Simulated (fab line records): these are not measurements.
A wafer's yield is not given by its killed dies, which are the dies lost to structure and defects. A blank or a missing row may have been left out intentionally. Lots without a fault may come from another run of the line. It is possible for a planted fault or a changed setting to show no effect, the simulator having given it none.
Matching of chambers -- flow nand harc -- NHARC_A_BLC_ETCH_16 on rie diel-11 has 3 sister chambers
The step etches the open film in CF4, target depth 39 nm, time 65 s. 14 wafers are shown with their chamber, then 6 later ones without.

## EACH WAFER AND ITS CHAMBER
wafer,chamber,drypump motor current A (A),oes product au (a.u.),run length s (s)
L300.1,3,6.2,0.992,87.0
L300.2,0,5.8,0.982,86.5
L300.6,0,5.8,0.984,86.0
L302.1,1,6.5,1.016,86.2
L302.4,0,5.8,0.976,86.4
L302.5,1,6.5,1.020,86.5
L301.1,3,6.2,0.993,86.9
L301.4,1,6.4,1.015,85.8
L301.5,1,6.5,1.017,86.0
L306.2,0,5.8,0.985,86.7
L309.3,0,5.8,0.974,86.0
L309.4,1,6.4,1.007,86.1
L319.1,1,6.5,1.015,86.0
L319.2,3,6.2,1.019,87.1

SIGNATURES (means of the wafers above)
reading,chamber 0,chamber 1,chamber 3,scatter within a chamber
drypump motor current A,5.800,6.467,6.200,0.0348
oes product au,0.98020,1.01500,1.00133,0.00774
run length s,86.320,86.100,87.000,0.25
Rule: for each reading, subtract the chamber's mean from the wafer's reading, divide by that reading's scatter and square the result; add these up over the readings and take the root, which gives the wafer's distance from the chamber. The wafer belongs to the nearest chamber; if the next one is less than 2 further off, it can't be placed. The scatter is the square root of a quotient: the sum, over the shown wafers, of each reading's squared deviation from its chamber's mean, divided by wafers minus chambers.

## WAFERS WITHOUT THEIR CHAMBER
wafer,drypump motor current A (A),oes product au (a.u.),run length s (s)
L319.5,6.2,1.015,86.9
L321.1,6.2,1.017,87.2
L321.2,6.5,1.017,86.1
L322.1,6.2,1.020,87.5
L322.4,5.8,1.008,85.9
L322.6,6.4,1.002,86.3

## EACH ONE'S CHAMBER
wafer,from the rows above,in truth
L319.5,3,3
L321.1,3,3
L321.2,1,1
L322.1,3,3
L322.4,0,0
L322.6,1,1
6 of 6 placed correctly. Number that these rows cannot place: 0. Placed wrongly: 0.
